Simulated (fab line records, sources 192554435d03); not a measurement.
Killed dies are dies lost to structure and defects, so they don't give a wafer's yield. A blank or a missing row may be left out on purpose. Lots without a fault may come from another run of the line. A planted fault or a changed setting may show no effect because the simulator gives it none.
Chamber matching | flow n5_finfet | N5_BEOL_M0_SAQP_PECVD_00 on pecvd-03: 3 sister chambers
The step deposits SiCN from 3MS/NH3, target thk 8 nm, time 14 s. 3 wafers are shown with their chamber, then 7 later ones without.

WAFERS WITH THEIR CHAMBER
wafer  | chamber | showerhead_plenum_p_Torr (Torr)
L649.5 | 2       | 3.659
L662.6 | 0       | 3.638
L663.4 | 1       | 3.648

WAFERS WITHOUT THEIR CHAMBER
wafer  | showerhead_plenum_p_Torr (Torr)
L663.5 | 3.638
L664.1 | 3.663
L664.2 | 3.647
L664.3 | 3.642
L665.4 | 3.649
L665.5 | 3.636
L665.6 | 3.653

WHICH CHAMBER EACH WENT THROUGH
wafer  | from the rows above     | in truth
L663.5 | 0                       | 0
L664.1 | 2                       | 2
L664.2 | 1                       | 1
L664.3 | can't be placed: 0 or 1 | 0
L665.4 | 1                       | 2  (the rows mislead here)
L665.5 | 0                       | 0
L665.6 | can't be placed: 1 or 2 | 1
Placed correctly: 4 of 7. Can't be placed from these rows: 2 (the true chamber is among the candidates in 2). Placed wrongly: 1.
How it was worked out, from the rows above alone: a wafer's distance from a chamber is the root of the sum, over the readings, of the square of ((its reading less the chamber's mean) divided by the reading's scatter). The wafer belongs to the nearest chamber; if the next one is less than 2 further off, it can't be placed. A chamber's mean is the mean of its shown wafers. The scatter: with one shown wafer a chamber, the root of the mean of the squares of how far each hidden wafer lies from its nearest shown one.
